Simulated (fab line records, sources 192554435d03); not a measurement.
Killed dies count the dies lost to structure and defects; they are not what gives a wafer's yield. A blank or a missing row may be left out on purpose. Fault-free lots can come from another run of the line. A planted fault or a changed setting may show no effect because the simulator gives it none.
Matching of chambers    flow n5-finfet    N5_BEOL_M2_ETCHBACK_99 on rie-diel-04: 4 sister chambers
The step etches SiO2 in CHF3, target depth 5 nm, time 10.4 s. 16 wafers are shown with their chamber, then 8 later ones without.

== EACH WAFER AND ITS CHAMBER ==
wafer   chamber  drypump-motor-current-A (A)  showerhead-plenum-p-Torr (Torr)  throttle-valve-pct (%)
L075.4  0        5.7                          2.12                             17.21
L075.5  2        5.3                          2.19                             17.03
L075.6  1        5.4                          2.11                             16.92
L079.2  2        5.4                          2.19                             17.05
L079.5  1        5.4                          2.10                             16.95
L079.6  0        5.7                          2.12                             17.24
L085.1  1        5.4                          2.10                             16.94
L085.2  2        5.4                          2.18                             17.08
L085.3  3        5.6                          2.19                             17.08
L087.2  1        5.4                          2.10                             16.95
L087.4  2        5.4                          2.18                             17.09
L087.5  0        5.7                          2.11                             17.27
L090.2  3        5.6                          2.18                             17.09
L090.3  2        5.4                          2.18                             17.10
L090.4  0        5.7                          2.11                             17.27
L091.1  3        5.6                          2.18                             17.10

SIGNATURES, as means of the wafers listed above
reading                   chamber 0  chamber 1  chamber 2  chamber 3  scatter within a chamber
drypump-motor-current-A   5.700      5.400      5.380      5.600      0.0258
showerhead-plenum-p-Torr  2.1150     2.1025     2.1840     2.1833     0.00549
throttle-valve-pct        17.2475    16.9400    17.0700    17.0900    0.0236
Rule: for a wafer and a chamber, the distance is found by dividing, reading by reading, the gap between the wafer's reading and the chamber's mean by the reading's scatter, squaring, summing and taking the root. The wafer belongs to the nearest chamber; if the next one is less than 2 further off, it can't be placed. The scatter: take each reading less its chamber's mean, square it, sum over the shown wafers, divide by the number of wafers less the number of chambers, and take the root.

== WAFERS WHOSE CHAMBER IS MISSING ==
wafer   drypump-motor-current-A (A)  showerhead-plenum-p-Torr (Torr)  throttle-valve-pct (%)
L091.3  5.8                          2.11                             17.26
L091.6  5.4                          2.18                             17.10
L094.1  5.4                          2.17                             17.12
L094.2  5.6                          2.18                             17.10
L094.3  5.4                          2.09                             16.98
L097.1  5.6                          2.17                             17.12
L097.3  5.7                          2.11                             16.83
L097.6  5.6                          2.17                             17.11

== WHICH CHAMBER EACH ONE RAN IN ==
wafer    from the rows above   in truth
L091.3   0                     0
L091.6   2                     2
L094.1   2                     2
L094.2   3                     3
L094.3   1                     1
L097.1   3                     3
L097.3   1                     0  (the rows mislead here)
L097.6   3                     3
Correctly placed: 7 of 8. Left unplaced by these rows: 0. Placed wrongly: 1.
